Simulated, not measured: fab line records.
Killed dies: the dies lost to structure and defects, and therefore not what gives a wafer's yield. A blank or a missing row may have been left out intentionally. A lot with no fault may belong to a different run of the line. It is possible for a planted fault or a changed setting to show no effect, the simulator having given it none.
What tool caused it? || flow nand_harc || 36 wafers from 12 lots sampled at 4 of the route's 1159 steps

== WHAT EACH GAUGE READ, for each wafer ==
NHARC_P_M0_CD_MEAS_09: target cd 90 nm.
{"lot": "L985", "measured": "day 6 06:09", "on": "cd_sem-01", "cd_nm (nm)": "89.7 90.2 89.8"}
{"lot": "L986", "measured": "day 6 16:22", "on": "cd_sem-02", "cd_nm (nm)": "90.6 91.2 90.1"}
{"lot": "L987", "measured": "day 6 17:02", "on": "cd_sem-02", "cd_nm (nm)": "90.4 90.3 90.5"}
{"lot": "L989", "measured": "day 7 11:01", "on": "cd_sem-01", "cd_nm (nm)": "90.0 89.0 90.7"}
{"lot": "L990", "measured": "day 7 19:27", "on": "cd_sem-03", "cd_nm (nm)": "89.3 90.7 89.5"}
{"lot": "L993", "measured": "day 8 21:34", "on": "cd_sem-02", "cd_nm (nm)": "89.4 88.8 88.2"}
{"lot": "L995", "measured": "day 9 09:58", "on": "cd_sem-01", "cd_nm (nm)": "85.0 86.6 84.9"}
{"lot": "L997", "measured": "day 9 19:24", "on": "cd_sem-02", "cd_nm (nm)": "86.0 86.6 85.5"}
{"lot": "L101", "measured": "day 10 04:25", "on": "cd_sem-02", "cd_nm (nm)": "90.6 90.4 90.4"}
{"lot": "L100", "measured": "day 10 06:23", "on": "cd_sem-01", "cd_nm (nm)": "90.8 90.1 89.8"}
{"lot": "L103", "measured": "day 11 03:37", "on": "cd_sem-02", "cd_nm (nm)": "89.8 91.2 90.2"}
{"lot": "L102", "measured": "day 11 03:46", "on": "cd_sem-03", "cd_nm (nm)": "89.1 87.9 89.4"}

NHARC_P_M0_OVL_MEAS_10: pitch 180 nm.
{"lot": "L985", "measured": "day 6 06:14", "on": "overlay-01", "overlay_x_nm (nm)": "0.8 0.4 0.7", "overlay_y_nm (nm)": "1.1 0.9 1.0"}
{"lot": "L986", "measured": "day 6 16:27", "on": "overlay-01", "overlay_x_nm (nm)": "0.0 0.8 0.0", "overlay_y_nm (nm)": "-2.0 -1.6 -1.7"}
{"lot": "L987", "measured": "day 6 17:08", "on": "overlay-01", "overlay_x_nm (nm)": "-0.7 0.1 0.2", "overlay_y_nm (nm)": "1.4 1.6 1.8"}
{"lot": "L989", "measured": "day 7 11:07", "on": "overlay-02", "overlay_x_nm (nm)": "0.7 1.1 0.5", "overlay_y_nm (nm)": "0.7 0.8 0.6"}
{"lot": "L990", "measured": "day 7 19:32", "on": "overlay-02", "overlay_x_nm (nm)": "2.1 1.1 1.8", "overlay_y_nm (nm)": "-1.1 -1.6 -0.7"}
{"lot": "L993", "measured": "day 8 21:39", "on": "overlay-02", "overlay_x_nm (nm)": "-0.2 -0.2 0.1", "overlay_y_nm (nm)": "0.0 0.0 -0.3"}
{"lot": "L995", "measured": "day 9 10:03", "on": "overlay-02", "overlay_x_nm (nm)": "0.2 0.5 0.8", "overlay_y_nm (nm)": "-0.1 0.4 0.1"}
{"lot": "L997", "measured": "day 9 19:29", "on": "overlay-02", "overlay_x_nm (nm)": "1.0 0.5 0.5", "overlay_y_nm (nm)": "-1.3 -0.7 -0.8"}
{"lot": "L101", "measured": "day 10 04:29", "on": "overlay-01", "overlay_x_nm (nm)": "-0.8 -0.2 -0.2", "overlay_y_nm (nm)": "-0.8 -0.7 -0.4"}
{"lot": "L100", "measured": "day 10 06:28", "on": "overlay-02", "overlay_x_nm (nm)": "0.9 1.5 1.3", "overlay_y_nm (nm)": "-0.4 -0.8 -0.6"}
{"lot": "L103", "measured": "day 11 03:42", "on": "overlay-01", "overlay_x_nm (nm)": "-1.7 -1.5 -1.0", "overlay_y_nm (nm)": "-1.3 -1.5 -1.2"}
{"lot": "L102", "measured": "day 11 03:51", "on": "overlay-02", "overlay_x_nm (nm)": "-0.1 -0.2 -0.2", "overlay_y_nm (nm)": "0.2 -0.3 0.0"}

NHARC_P_M0_CD_MEAS_16.
{"lot": "L985", "measured": "day 6 06:38", "on": "cd_sem-02", "cd_nm (nm)": "88.8 89.9 90.5"}
{"lot": "L986", "measured": "day 6 16:51", "on": "cd_sem-02", "cd_nm (nm)": "90.6 92.2 91.3"}
{"lot": "L987", "measured": "day 6 17:31", "on": "cd_sem-03", "cd_nm (nm)": "90.4 89.5 88.5"}
{"lot": "L989", "measured": "day 7 11:31", "on": "cd_sem-03", "cd_nm (nm)": "90.4 88.8 89.7"}
{"lot": "L990", "measured": "day 7 19:56", "on": "cd_sem-03", "cd_nm (nm)": "89.0 91.5 89.9"}
{"lot": "L993", "measured": "day 8 22:03", "on": "cd_sem-02", "cd_nm (nm)": "90.0 88.7 87.9"}
{"lot": "L995", "measured": "day 9 10:27", "on": "cd_sem-01", "cd_nm (nm)": "83.5 86.5 85.6"}
{"lot": "L997", "measured": "day 9 19:54", "on": "cd_sem-02", "cd_nm (nm)": "85.5 85.1 84.6"}
{"lot": "L101", "measured": "day 10 04:53", "on": "cd_sem-01", "cd_nm (nm)": "89.5 89.6 89.7"}
{"lot": "L100", "measured": "day 10 06:55", "on": "cd_sem-02", "cd_nm (nm)": "90.8 88.6 89.7"}
{"lot": "L103", "measured": "day 11 04:06", "on": "cd_sem-02", "cd_nm (nm)": "89.3 90.7 90.3"}
{"lot": "L102", "measured": "day 11 04:14", "on": "cd_sem-01", "cd_nm (nm)": "88.3 87.8 88.8"}

== TOOL THAT RAN EACH LOT (tool first, then ch and the chambers of the sampled wafers, then the start) ==
{"lot": "L985", "NHARC_P_M0_PEB_07": "litho_track-06 ch 0, day 6 06:04"}
{"lot": "L986", "NHARC_P_M0_PEB_07": "litho_track-06 ch 0, day 6 16:17"}
{"lot": "L987", "NHARC_P_M0_PEB_07": "litho_track-01 ch 0, day 6 16:58"}
{"lot": "L989", "NHARC_P_M0_PEB_07": "litho_track-01 ch 0, day 7 10:56"}
{"lot": "L990", "NHARC_P_M0_PEB_07": "litho_track-01 ch 0, day 7 19:22"}
{"lot": "L993", "NHARC_P_M0_PEB_07": "litho_track-04 ch 0, day 8 21:29"}
{"lot": "L995", "NHARC_P_M0_PEB_07": "litho_track-01 ch 0, day 9 09:53"}
{"lot": "L997", "NHARC_P_M0_PEB_07": "litho_track-01 ch 0, day 9 19:19"}
{"lot": "L101", "NHARC_P_M0_PEB_07": "litho_track-06 ch 0, day 10 04:20"}
{"lot": "L100", "NHARC_P_M0_PEB_07": "litho_track-06 ch 0, day 10 06:18"}
{"lot": "L103", "NHARC_P_M0_PEB_07": "litho_track-06 ch 0, day 11 03:32"}
{"lot": "L102", "NHARC_P_M0_PEB_07": "litho_track-04 ch 0, day 11 03:41"}
- NHARC_P_M0_PEB_07: peb time 65 s.

== WHAT THE TOOLS THEMSELVES READ (means of the sampled wafers that have a number; where no wafer has one, the mark that the record gives instead) ==
NHARC_P_M0_PEB_07.
{"lot": "L985", "tool": "litho_track-06", "heater_power_total_W (W)": 156.7, "plate_temp_C (C)": 99.99, "resist_line_temp_C (C)": 23.01}
{"lot": "L986", "tool": "litho_track-06", "heater_power_total_W (W)": 156.6, "plate_temp_C (C)": 99.84, "resist_line_temp_C (C)": 22.94}
{"lot": "L987", "tool": "litho_track-01", "heater_power_total_W (W)": 156.8, "plate_temp_C (C)": 99.88, "resist_line_temp_C (C)": 22.93}
{"lot": "L989", "tool": "litho_track-01", "heater_power_total_W (W)": 156.4, "plate_temp_C (C)": 100.16, "resist_line_temp_C (C)": 23.06}
{"lot": "L990", "tool": "litho_track-01", "heater_power_total_W (W)": 156.7, "plate_temp_C (C)": 100.04, "resist_line_temp_C (C)": 23.02}
{"lot": "L993", "tool": "litho_track-04", "heater_power_total_W (W)": 156.2, "plate_temp_C (C)": 100.04, "resist_line_temp_C (C)": 22.97}
{"lot": "L995", "tool": "litho_track-01", "heater_power_total_W (W)": 154.5, "plate_temp_C (C)": 99.03, "resist_line_temp_C (C)": 23.14}
{"lot": "L997", "tool": "litho_track-01", "heater_power_total_W (W)": 154.4, "plate_temp_C (C)": 98.97, "resist_line_temp_C (C)": 23.10}
{"lot": "L101", "tool": "litho_track-06", "heater_power_total_W (W)": 156.3, "plate_temp_C (C)": 100.01, "resist_line_temp_C (C)": 22.99}
{"lot": "L100", "tool": "litho_track-06", "heater_power_total_W (W)": 156.5, "plate_temp_C (C)": 100.05, "resist_line_temp_C (C)": 22.94}
{"lot": "L103", "tool": "litho_track-06", "heater_power_total_W (W)": 156.4, "plate_temp_C (C)": 99.97, "resist_line_temp_C (C)": 22.97}
{"lot": "L102", "tool": "litho_track-04", "heater_power_total_W (W)": 156.5, "plate_temp_C (C)": 100.00, "resist_line_temp_C (C)": 23.03}

== THE ANSWER, worked out from the rows above alone ==
Rule: the lots themselves supply what counts as usual. The widest of any qualifying gaps counts: lots, ordered by their means at a reading, are off when they make up no more than a third of the lots, leave a main group of 4 or more, and stand apart from it by 3 or more times the standard deviation of that group's means. Not used: any main group whose means are identical at the precision the tables above print for the reading. Also off: a lot with no number at a reading for which 4 or more lots have one. All remaining lots with rows at the step are treated as sound. After the gauges, taken in route order, come the tools' own readings; for these a lot's mean is taken, as printed above. The first step at which some lot is off is used, and at that step the reading that is off furthest; a lot without a number counts as furthest.
Off: L995, L997, at NHARC_P_M0_CD_MEAS_09 (cd_nm). The main group: mean 89.9 nm, standard deviation 0.62.
If a tool, at a process step before that reading, ran all the lots that are off and no sound lot after the first of them, it fits. Not tried: the gauges at NHARC_P_M0_CD_MEAS_09; whatever is off there is also off at NHARC_P_M0_PEB_07, on other tools, and gauge error can't account for it. One candidate fits, namely litho_track-01 at NHARC_P_M0_PEB_07. Its last sound lot is L990 (day 7 19:22), its first lot that is off L995 (day 9 09:53): a fault that began between those two fits.
The tool's own readings at NHARC_P_M0_PEB_07 bear it out: on the lots that are off they differ by more than 5 times the standard deviation of the sound lots' means. heater_power_total_W reads 154.4 W there against 156.5 W on the sound lots; plate_temp_C reads 99.00 C there against 100.00 C on the sound lots.

== WHAT WAS PUT IN BY THE SIMULATOR ==
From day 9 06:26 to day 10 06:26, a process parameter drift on litho_track-01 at NHARC_P_M0_PEB_07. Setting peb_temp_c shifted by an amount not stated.
Struck lots among those shown: L995, L997. Same finding as the rule above.
